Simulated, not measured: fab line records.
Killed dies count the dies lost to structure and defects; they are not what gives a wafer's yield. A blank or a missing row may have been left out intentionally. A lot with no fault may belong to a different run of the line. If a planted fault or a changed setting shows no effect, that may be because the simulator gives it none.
A lot that was struck, set against a sound lot	flow nand harc	14 out of 1159 route steps
Sound: wafers L944.2, L944.3, L944.4. Wafers struck: L957.1, L957.2, L957.3. The cause comes at the end.
Each step with rows lists, per side, the tool, then ch with its chambers, then its first start. Under that, the readings that differ: sound wafers	struck wafers	difference of the means	sigmas: that difference in standard deviations of wafers without a fault.
alike: a reading whose means differ by less than 2 such deviations, as well as words and numbers matching on both sides. not compared: withheld readings; readings where some wafer has no value; bounds like >300 that might hide an equal value; numbers whose values overlap and for which the record gives no deviation.
Wherever a step has rows on one side only, a row that says differs or no value, or a row with sigmas, the two part there. When numbers do not overlap yet have no deviation, they are printed without sigmas and do not part them. Lack of a reading on every wafer of one side parts them only where that side has two or more wafers.

first, 2 steps without rows for these wafers: NHARC_A_STAIRCASE_PRECLEAN_318 (cleans in SC1); NHARC_A_STAIRCASE_SRD_329.
NHARC_A_STAIRCASE_ALD_415: deposits SiO2, target thk 30 nm, pulse time 6 s, ald cycles 300.
  sound on ald hk-02 ch 0,1,3, day 11 08:16; struck on ald hk-02 ch 0,1,2, day 15 13:27
  alike: heater power w, precursor pulse height rel
NHARC_A_STAIRCASE_ETCHBACK_416: etches the open film in C4F8/O2/Ar, target depth 36 nm, time 7.2 s.
  sound: rie diel-13 ch 0,2,3; struck: rie diel-11 ch 0,2,3
reading	sound	struck	difference	sigmas
rf hours counter h (h)	50 52 51	56 55 56	+5	
  alike: oes product au, rf vpp V
NHARC_A_STAIRCASE_STRIP_476: strips in O2, time 20 s.
  sound on rie diel-13 ch 0,1,2, day 11 10:28; struck on rie diel-11 ch 0,2,3, day 15 15:25
reading	sound	struck	difference	sigmas
rf hours counter h (h)	51 50 51	55 56 56	+5	
  alike: drypump motor current A, oes product au, rf vpp V, showerhead plenum p Torr, throttle valve pct
NHARC_A_STAIRCASE_DEP_417: deposits Si3N4, target thk 60 nm.
  sound on pecvd-01 ch 0,2, day 11 10:38; struck on pecvd-02 ch 0,1,2, day 15 15:31
  alike: heater power outer w, heater power w, showerhead vpp V
then, 3 steps without rows for these wafers: NHARC_A_STAIRCASE_WET_418 (chemistry H3PO4, target depth 20 nm); NHARC_A_STAIRCASE_PRECLEAN_419 (cleans in SC1); NHARC_A_STAIRCASE_SRD_421.
NHARC_A_STAIRCASE_ALD_420: deposits SiO2, target thk 20 nm, pulse time 6 s, ald cycles 200.
  sound on ald hk-03 ch 0,1,3, day 11 12:47; struck on ald hk-03 ch 1,2,3, day 15 19:26
  alike: heater power w, precursor pulse height rel
then, 1 step without rows for these wafers: NHARC_A_STAIRCASE_CVD_552 (deposits SiNx, target thk 40 nm).
NHARC_A_STAIRCASE_DEP_151: deposits SiO2, target thk 3800 nm.
  sound on pecvd-03 ch 0,1,2, day 11 21:05; struck on pecvd-02 ch 0,1,2, day 16 03:32
  no value came back on the struck wafers for heater power outer w (W), heater power w (W); on the sound wafers heater power outer w (W) reads 376 398 305
then, 1 step without rows for these wafers: NHARC_A_STAIRCASE_ANNEAL_320 (time 1800 s).
-- the record jumps here: 10 days lie between the struck wafers' starts before and after (it left off in module A_STAIRCASE and takes up again in module END, whose first step shown is number 1159 of the route) --
NHARC_END_SORT_01:
  the record has rows for the struck wafers here (prober-01 ch 0, day 26 01:28) and none for the sound ones

== WHERE THEY PART ==
Last at NHARC_END_SORT_01 as far as this record goes, first at NHARC_A_STAIRCASE_DEP_151.

WHY: what the simulator had put in
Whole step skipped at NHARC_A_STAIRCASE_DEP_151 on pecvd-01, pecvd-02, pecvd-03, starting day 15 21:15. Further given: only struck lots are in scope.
